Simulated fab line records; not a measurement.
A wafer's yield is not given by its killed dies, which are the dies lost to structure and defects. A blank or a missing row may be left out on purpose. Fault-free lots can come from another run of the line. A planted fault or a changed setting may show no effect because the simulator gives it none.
What tool caused it? / flow nand_harc / 36 wafers from 12 lots sampled at 5 of the route's 1159 steps

WHAT EACH GAUGE READ, for each wafer
NHARC_A_STAIRCASE_INSPECT_155.
lot=L406; measured=day 14 01:14; on=defect_inspect-01; raw_defect_count=275 306 293
lot=L407; measured=day 14 07:12; on=defect_inspect-02; raw_defect_count=321 260 262
lot=L409; measured=day 14 07:26; on=defect_inspect-02; raw_defect_count=275 406 292
lot=L408; measured=day 14 12:19; on=defect_inspect-02; raw_defect_count=705 316 310
lot=L412; measured=day 15 23:18; on=defect_inspect-01; raw_defect_count=414 500 443
lot=L414; measured=day 16 00:53; on=defect_inspect-01; raw_defect_count=492 662 498
lot=L413; measured=day 16 03:38; on=defect_inspect-02; raw_defect_count=338 416 371
lot=L419; measured=day 16 22:57; on=defect_inspect-02; raw_defect_count=382 331 252
lot=L418; measured=day 16 23:08; on=defect_inspect-01; raw_defect_count=449 630 406
lot=L420; measured=day 17 10:33; on=defect_inspect-02; raw_defect_count=441 473 556
lot=L424; measured=day 18 03:14; on=defect_inspect-01; raw_defect_count=439 436 668
lot=L429; measured=day 19 17:01; on=defect_inspect-01; raw_defect_count=283 202 274

NHARC_END_SORT_01.
lot=L418; measured=day 22 00:55; on=prober-01; killed_at_array=19 14 29; killed_at_other=3 1 2; killed_at_periphery=6 8 5; killed_dies=28 23 36; killed_open=2 4 4; killed_short=2 3 5
lot=L424; measured=day 23 23:39; on=prober-02; killed_at_array=549 490 487; killed_at_other=0 0 0; killed_at_periphery=7 3 6; killed_dies=556 493 493; killed_open=2 1 5; killed_short=2 1 2
lot=L429; measured=day 25 03:33; on=prober-02; killed_at_array=548 558 516; killed_at_other=0 0 0; killed_at_periphery=3 4 4; killed_dies=551 562 520; killed_open=3 6 8; killed_short=2 2 2

TOOL THAT RAN EACH LOT (tool first, then ch and the chambers of the sampled wafers, then the start)
lot=L406; NHARC_A_SGD_CUT_DEP_00=pecvd-03 ch 0,2, day 14 01:18; NHARC_A_SGD_CUT_DESCUM_14=rie_diel-04 ch 1,2, day 14 02:05; NHARC_A_SGD_CUT_ETCH_59=rie_diel-04 ch 0,2,3, day 14 02:17
lot=L407; NHARC_A_SGD_CUT_DEP_00=pecvd-03 ch 0,1,2, day 14 07:16; NHARC_A_SGD_CUT_DESCUM_14=rie_diel-04 ch 0,1,2, day 14 08:11; NHARC_A_SGD_CUT_ETCH_59=rie_diel-04 ch 0,1,3, day 14 08:21
lot=L409; NHARC_A_SGD_CUT_DEP_00=pecvd-02 ch 1,2, day 14 07:31; NHARC_A_SGD_CUT_DESCUM_14=rie_diel-06 ch 1,2,3, day 14 08:25; NHARC_A_SGD_CUT_ETCH_59=rie_diel-06 ch 0,1,2, day 14 08:38
lot=L408; NHARC_A_SGD_CUT_DEP_00=pecvd-03 ch 0,1, day 14 12:23; NHARC_A_SGD_CUT_DESCUM_14=rie_diel-10 ch 2,3, day 14 13:10; NHARC_A_SGD_CUT_ETCH_59=rie_diel-10 ch 1,2,3, day 14 13:22
lot=L412; NHARC_A_SGD_CUT_DEP_00=pecvd-02 ch 0,1,2, day 15 23:28; NHARC_A_SGD_CUT_DESCUM_14=rie_diel-06 ch 2,3, day 16 00:17; NHARC_A_SGD_CUT_ETCH_59=rie_diel-06 ch 0,1,2, day 16 00:32
lot=L414; NHARC_A_SGD_CUT_DEP_00=pecvd-01 ch 1,2, day 16 01:01; NHARC_A_SGD_CUT_DESCUM_14=rie_diel-04 ch 0,1,3, day 16 01:52; NHARC_A_SGD_CUT_ETCH_59=rie_diel-04 ch 0,3, day 16 02:04
lot=L413; NHARC_A_SGD_CUT_DEP_00=pecvd-02 ch 1,2, day 16 03:43; NHARC_A_SGD_CUT_DESCUM_14=rie_diel-04 ch 0,2,3, day 16 04:38; NHARC_A_SGD_CUT_ETCH_59=rie_diel-04 ch 0,1,3, day 16 04:50
lot=L419; NHARC_A_SGD_CUT_DEP_00=pecvd-01 ch 0,1,2, day 16 23:07; NHARC_A_SGD_CUT_DESCUM_14=rie_diel-06 ch 0,3, day 16 23:57; NHARC_A_SGD_CUT_ETCH_59=rie_diel-06 ch 0,1,2, day 17 00:13
lot=L418; NHARC_A_SGD_CUT_DEP_00=pecvd-01 ch 0,2, day 16 23:13; NHARC_A_SGD_CUT_DESCUM_14=rie_diel-10 ch 1,2, day 17 00:07; NHARC_A_SGD_CUT_ETCH_59=rie_diel-10 ch 0,2,3, day 17 00:21
lot=L420; NHARC_A_SGD_CUT_DEP_00=pecvd-01 ch 0,2, day 17 10:41; NHARC_A_SGD_CUT_DESCUM_14=rie_diel-10 ch 0,1,2, day 17 11:32; NHARC_A_SGD_CUT_ETCH_59=rie_diel-10 ch 0,1,3, day 17 11:58
lot=L424; NHARC_A_SGD_CUT_DEP_00=pecvd-03 ch 0,1, day 18 03:22; NHARC_A_SGD_CUT_DESCUM_14=rie_diel-06 ch 1,2, day 18 04:06; NHARC_A_SGD_CUT_ETCH_59=rie_diel-06 ch 0,1,3, day 18 04:16
lot=L429; NHARC_A_SGD_CUT_DEP_00=pecvd-01 ch 0,1, day 19 17:05; NHARC_A_SGD_CUT_DESCUM_14=rie_diel-06 ch 0,1,3, day 19 17:59; NHARC_A_SGD_CUT_ETCH_59=rie_diel-06 ch 1,2, day 19 18:11
- NHARC_A_SGD_CUT_DEP_00: deposits SiNx, target thk 50 nm.
- NHARC_A_SGD_CUT_DESCUM_14: chemistry O2, time 3 s.
- NHARC_A_SGD_CUT_ETCH_59: etches the open film in N2/H2, target depth 260 nm, time 406.25 s.

WHAT THE TOOLS THEMSELVES READ (means of the sampled wafers that have a number; where no wafer has one, the mark that the record gives instead)
NHARC_A_SGD_CUT_DEP_00.
lot=L406; tool=pecvd-03; heater_power_outer_w (W)=434; heater_power_w (W)=794
lot=L407; tool=pecvd-03; heater_power_outer_w (W)=447; heater_power_w (W)=814
lot=L409; tool=pecvd-02; heater_power_outer_w (W)=463; heater_power_w (W)=737
lot=L408; tool=pecvd-03; heater_power_outer_w (W)=365; heater_power_w (W)=714
lot=L412; tool=pecvd-02; heater_power_outer_w (W)=440; heater_power_w (W)=718
lot=L414; tool=pecvd-01; heater_power_outer_w (W)=449; heater_power_w (W)=725
lot=L413; tool=pecvd-02; heater_power_outer_w (W)=506; heater_power_w (W)=790
lot=L419; tool=pecvd-01; heater_power_outer_w (W)=386; heater_power_w (W)=663
lot=L418; tool=pecvd-01; heater_power_outer_w (W)=418; heater_power_w (W)=658
lot=L420; tool=pecvd-01; heater_power_outer_w (W)=374; heater_power_w (W)=606
lot=L424; tool=pecvd-03; heater_power_outer_w (W)=441; heater_power_w (W)=821
lot=L429; tool=pecvd-01; heater_power_outer_w (W)=445; heater_power_w (W)=777

NHARC_A_SGD_CUT_DESCUM_14.
lot=L406; tool=rie_diel-04; drypump_motor_current_A (A)=5.2; o2_flow_sccm (sccm)=200.0; oes_product_au (a.u.)=1.000; rf_vpp_V (V)=57.7; showerhead_plenum_p_Torr (Torr)=1.87; throttle_valve_pct (%)=11.314
lot=L407; tool=rie_diel-04; drypump_motor_current_A (A)=5.4; o2_flow_sccm (sccm)=199.8; oes_product_au (a.u.)=0.986; rf_vpp_V (V)=57.7; showerhead_plenum_p_Torr (Torr)=1.92; throttle_valve_pct (%)=11.309
lot=L409; tool=rie_diel-06; drypump_motor_current_A (A)=5.6; o2_flow_sccm (sccm)=199.8; oes_product_au (a.u.)=1.000; rf_vpp_V (V)=58.1; showerhead_plenum_p_Torr (Torr)=1.94; throttle_valve_pct (%)=11.310
lot=L408; tool=rie_diel-10; drypump_motor_current_A (A)=6.0; o2_flow_sccm (sccm)=200.0; oes_product_au (a.u.)=1.005; rf_vpp_V (V)=58.3; showerhead_plenum_p_Torr (Torr)=1.86; throttle_valve_pct (%)=11.307
lot=L412; tool=rie_diel-06; drypump_motor_current_A (A)=6.2; o2_flow_sccm (sccm)=200.2; oes_product_au (a.u.)=0.994; rf_vpp_V (V)=58.2; showerhead_plenum_p_Torr (Torr)=1.90; throttle_valve_pct (%)=11.312
lot=L414; tool=rie_diel-04; drypump_motor_current_A (A)=5.7; o2_flow_sccm (sccm)=200.4; oes_product_au (a.u.)=0.994; rf_vpp_V (V)=57.9; showerhead_plenum_p_Torr (Torr)=1.94; throttle_valve_pct (%)=11.309
lot=L413; tool=rie_diel-04; drypump_motor_current_A (A)=5.3; o2_flow_sccm (sccm)=199.4; oes_product_au (a.u.)=0.999; rf_vpp_V (V)=57.1; showerhead_plenum_p_Torr (Torr)=1.90; throttle_valve_pct (%)=11.303
lot=L419; tool=rie_diel-06; drypump_motor_current_A (A)=5.5; o2_flow_sccm (sccm)=199.6; oes_product_au (a.u.)=0.994; rf_vpp_V (V)=58.1; showerhead_plenum_p_Torr (Torr)=2.00; throttle_valve_pct (%)=11.315
lot=L418; tool=rie_diel-10; drypump_motor_current_A (A)=5.7; o2_flow_sccm (sccm)=200.3; oes_product_au (a.u.)=0.994; rf_vpp_V (V)=58.1; showerhead_plenum_p_Torr (Torr)=1.91; throttle_valve_pct (%)=11.307
lot=L420; tool=rie_diel-10; drypump_motor_current_A (A)=5.5; o2_flow_sccm (sccm)=200.1; oes_product_au (a.u.)=0.990; rf_vpp_V (V)=57.7; showerhead_plenum_p_Torr (Torr)=1.93; throttle_valve_pct (%)=11.316
lot=L424; tool=rie_diel-06; drypump_motor_current_A (A)=5.4; o2_flow_sccm (sccm)=199.6; oes_product_au (a.u.)=0.997; rf_vpp_V (V)=57.8; showerhead_plenum_p_Torr (Torr)=1.93; throttle_valve_pct (%)=11.321
lot=L429; tool=rie_diel-06; drypump_motor_current_A (A)=5.4; o2_flow_sccm (sccm)=200.8; oes_product_au (a.u.)=1.009; rf_vpp_V (V)=57.6; showerhead_plenum_p_Torr (Torr)=1.99; throttle_valve_pct (%)=11.314

NHARC_A_SGD_CUT_ETCH_59.
lot=L406; tool=rie_diel-04; drypump_motor_current_A (A)=5.3; oes_product_au (a.u.)=0.989; rf_vpp_V (V)=430.6; showerhead_plenum_p_Torr (Torr)=2.02; throttle_valve_pct (%)=14.179
lot=L407; tool=rie_diel-04; drypump_motor_current_A (A)=5.7; oes_product_au (a.u.)=0.991; rf_vpp_V (V)=431.9; showerhead_plenum_p_Torr (Torr)=2.07; throttle_valve_pct (%)=14.167
lot=L409; tool=rie_diel-06; drypump_motor_current_A (A)=5.2; oes_product_au (a.u.)=1.001; rf_vpp_V (V)=431.4; showerhead_plenum_p_Torr (Torr)=2.12; throttle_valve_pct (%)=14.167
lot=L408; tool=rie_diel-10; drypump_motor_current_A (A)=5.4; oes_product_au (a.u.)=1.003; rf_vpp_V (V)=430.8; showerhead_plenum_p_Torr (Torr)=2.04; throttle_valve_pct (%)=14.173
lot=L412; tool=rie_diel-06; drypump_motor_current_A (A)=5.2; oes_product_au (a.u.)=1.005; rf_vpp_V (V)=432.4; showerhead_plenum_p_Torr (Torr)=2.11; throttle_valve_pct (%)=14.173
lot=L414; tool=rie_diel-04; drypump_motor_current_A (A)=5.6; oes_product_au (a.u.)=1.004; rf_vpp_V (V)=430.8; showerhead_plenum_p_Torr (Torr)=2.04; throttle_valve_pct (%)=14.164
lot=L413; tool=rie_diel-04; drypump_motor_current_A (A)=5.7; oes_product_au (a.u.)=0.999; rf_vpp_V (V)=430.7; showerhead_plenum_p_Torr (Torr)=2.07; throttle_valve_pct (%)=14.173
lot=L419; tool=rie_diel-06; drypump_motor_current_A (A)=5.2; oes_product_au (a.u.)=1.004; rf_vpp_V (V)=432.2; showerhead_plenum_p_Torr (Torr)=2.11; throttle_valve_pct (%)=14.170
lot=L418; tool=rie_diel-10; drypump_motor_current_A (A)=5.7; oes_product_au (a.u.)=0.986; rf_vpp_V (V)=429.4; showerhead_plenum_p_Torr (Torr)=2.00; throttle_valve_pct (%)=14.168
lot=L420; tool=rie_diel-10; drypump_motor_current_A (A)=5.2; oes_product_au (a.u.)=1.002; rf_vpp_V (V)=431.0; showerhead_plenum_p_Torr (Torr)=2.06; throttle_valve_pct (%)=14.169
lot=L424; tool=rie_diel-06; drypump_motor_current_A (A)=5.4; oes_product_au (a.u.)=0.849; rf_vpp_V (V)=432.7; showerhead_plenum_p_Torr (Torr)=2.12; throttle_valve_pct (%)=14.170
lot=L429; tool=rie_diel-06; drypump_motor_current_A (A)=5.1; oes_product_au (a.u.)=0.866; rf_vpp_V (V)=432.5; showerhead_plenum_p_Torr (Torr)=2.10; throttle_valve_pct (%)=14.168

THE ANSWER, worked out from the rows above alone
Rule: the lots themselves supply what counts as usual. The widest of any qualifying gaps counts: lots, ordered by their means at a reading, are off when they make up no more than a third of the lots, leave a main group of 4 or more, and stand apart from it by 3 or more times the standard deviation of that group's means. Not used: any main group whose means are identical at the precision the tables above print for the reading. A lot without any number at a reading at which 4 lots or more have one is off too. Where the step has rows for the other lots, those lots are counted as sound. Order of review: gauges by route order, followed by the tools' own readings, for which a lot's mean as printed above is used. The first step at which some lot is off is used, and at that step the reading that is off furthest; a lot without a number counts as furthest.
Off, at NHARC_A_SGD_CUT_ETCH_59 on oes_product_au: L424, L429. For the main group the mean is 0.998 a.u. and the standard deviation 0.0067.
A tool fits if, at that step or a process step before it, it ran every lot that is off, and no sound lot after the first of them. One fits: rie_diel-06 at NHARC_A_SGD_CUT_DESCUM_14 and NHARC_A_SGD_CUT_ETCH_59. At NHARC_A_SGD_CUT_DESCUM_14 its last sound lot is L419 (day 16 23:57), its first lot that is off L424 (day 18 04:06): a fault that began between those two fits.

WHAT WAS PUT IN BY THE SIMULATOR
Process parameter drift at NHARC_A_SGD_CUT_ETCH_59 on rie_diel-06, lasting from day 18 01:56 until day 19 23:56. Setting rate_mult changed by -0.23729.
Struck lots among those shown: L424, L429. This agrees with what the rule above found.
